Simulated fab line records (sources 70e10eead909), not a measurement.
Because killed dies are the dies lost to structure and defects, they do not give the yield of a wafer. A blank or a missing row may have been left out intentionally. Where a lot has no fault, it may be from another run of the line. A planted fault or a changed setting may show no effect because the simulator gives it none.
Comparing a struck lot with a sound one | flow nandHarc | 15 out of 1302 route steps
Sound: wafers L821.3, L821.4, L821.5. Struck: wafers L816.2, L816.3, L816.5. The cause is given at the end.
For every step that has rows: the tool of each side, followed by ch and its chambers, followed by its first start. Under that, the readings that differ: sound wafers | struck wafers | difference of the means | sigmas: that difference in standard deviations of wafers without a fault.
alike: same words and numbers on both sides, and readings whose means sit less than 2 such deviations apart. not compared: any withheld reading, any reading some wafer has no value for, any bound like >300 that may hide the same value, and any number with overlapping values for which the record gives no deviation.
A row with sigmas, a row that says differs or no value, or rows on one side alone: a step with any of these is where the two part. Numbers that don't overlap but have no deviation are shown without sigmas and don't part them. A reading missing from all wafers of one side parts the sides only when that side holds two or more wafers.

first, 7 steps without rows for these wafers: NHARC_A_CHANNEL_HOLE_D1_COAT_37 (time 65 s); NHARC_A_CHANNEL_HOLE_D1_COAT_04 (resist thk 90 nm); NHARC_A_CHANNEL_HOLE_D1_SOFTBAKE_05 (time 55 s); NHARC_A_CHANNEL_HOLE_D1_EBR_06; NHARC_A_CHANNEL_HOLE_D1_EXPOSE_07 (exposes mask HOLE D1, target cd 100 nm); NHARC_A_CHANNEL_HOLE_D1_PEB_08 (peb time 65 s); NHARC_A_CHANNEL_HOLE_D1_DEVELOP_09 (develop time 35 s).
NHARC_A_CHANNEL_HOLE_D1_CD_MEAS_10: the cd target is 100 nm.
  sound on cdSem-03 ch 0, day 17 06:29; struck on cdSem-01 ch 0, day 15 06:17
  alike: cdNm
NHARC_A_CHANNEL_HOLE_D1_OVL_MEAS_11:
  sound: overlay-01 at day 17 06:34; struck: overlay-01 at day 15 06:23
  alike: overlayXNm, overlayYNm
NHARC_A_CHANNEL_HOLE_D1_INSPECT_12:
  sound: defectInspect-02 at day 17 06:36; struck: defectInspect-01 at day 15 06:25
  alike: rawDefectCount
NHARC_A_CHANNEL_HOLE_D1_DESCUM_15: chemistry O2, time 3 s.
  sound on rieDiel-10 ch 0,3, day 17 06:41; struck on rieDiel-07 ch 0,1, day 15 06:29
  alike: drypumpMotorCurrentA, mfcArSccm, o2FlowSccm, oesProductAu, rfVppV, showerheadPlenumPTorr, throttleValvePct
  not compared: rfHoursCounterH
NHARC_A_CHANNEL_HOLE_D1_ETCH_38: etches the open film in CF4, target depth 39 nm, time 65 s.
  sound on rieDiel-10 ch 0,3, day 17 06:46; struck on rieDiel-07 ch 0,2,3, day 15 06:34
  alike: drypumpMotorCurrentA, mfcArSccm, oesProductAu, rfFwdPowerW, rfVppV, showerheadPlenumPTorr, throttleValvePct
  not compared: rfHoursCounterH
NHARC_A_CHANNEL_HOLE_D1_ETCH_39: etches the open film in N2/H2, target depth 260 nm, time 325 s.
  sound on rieDiel-10 ch 0,2,3, day 17 06:52; struck on rieDiel-07 ch 0,1,3, day 15 06:39
reading             | sound             | struck            | difference | sigmas
oesProductAu (a.u.) | 0.990 0.992 1.012 | 0.808 0.816 0.809 | -0.187     | -20
  alike: drypumpMotorCurrentA, mfcArSccm, rfFwdPowerW, rfVppV, showerheadPlenumPTorr, throttleValvePct
  not compared: rfHoursCounterH
NHARC_A_CHANNEL_HOLE_D1_ETCH_34: etches the open film in CF4/CHF3, target depth 154 nm, time 77 s.
  sound: rieDiel-10 ch 0,2,3; struck: rieDiel-07 ch 1,3
  alike: drypumpMotorCurrentA, mfcArSccm, oesProductAu, rfFwdPowerW, rfVppV, showerheadPlenumPTorr, throttleValvePct
  not compared: rfHoursCounterH
-- record jumps: 15 days between struck wafers' starts before vs after; left off in module A_CHANNEL_HOLE_D1, resumes in module END, first step shown is number 1302 of the route --
NHARC_END_SORT_01:
  sound on prober-02 ch 0, day 33 00:33; struck on prober-02 ch 0, day 30 10:27
reading       | sound    | struck                                                            | difference                   | sigmas
hold          | - - -    | awaitDispo/2.5h/scrap awaitDispo/2.5h/scrap awaitDispo/2.5h/scrap | no value on the sound wafers | 
killedAtArray | 46 56 51 | 670 675 673                                                       | +622                         | +52
killedDies    | 51 58 54 | 675 677 674                                                       | +621                         | +52
  alike: killedAtOther, killedAtPeriphery, killedOpen, killedShort

== WHERE THEY PART ==
First at NHARC_A_CHANNEL_HOLE_D1_ETCH_39; last, within this record, at NHARC_END_SORT_01.

WHY: what the simulator had put in
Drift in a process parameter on rieDiel-07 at NHARC_A_CHANNEL_HOLE_D1_ETCH_39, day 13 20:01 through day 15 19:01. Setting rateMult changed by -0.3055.
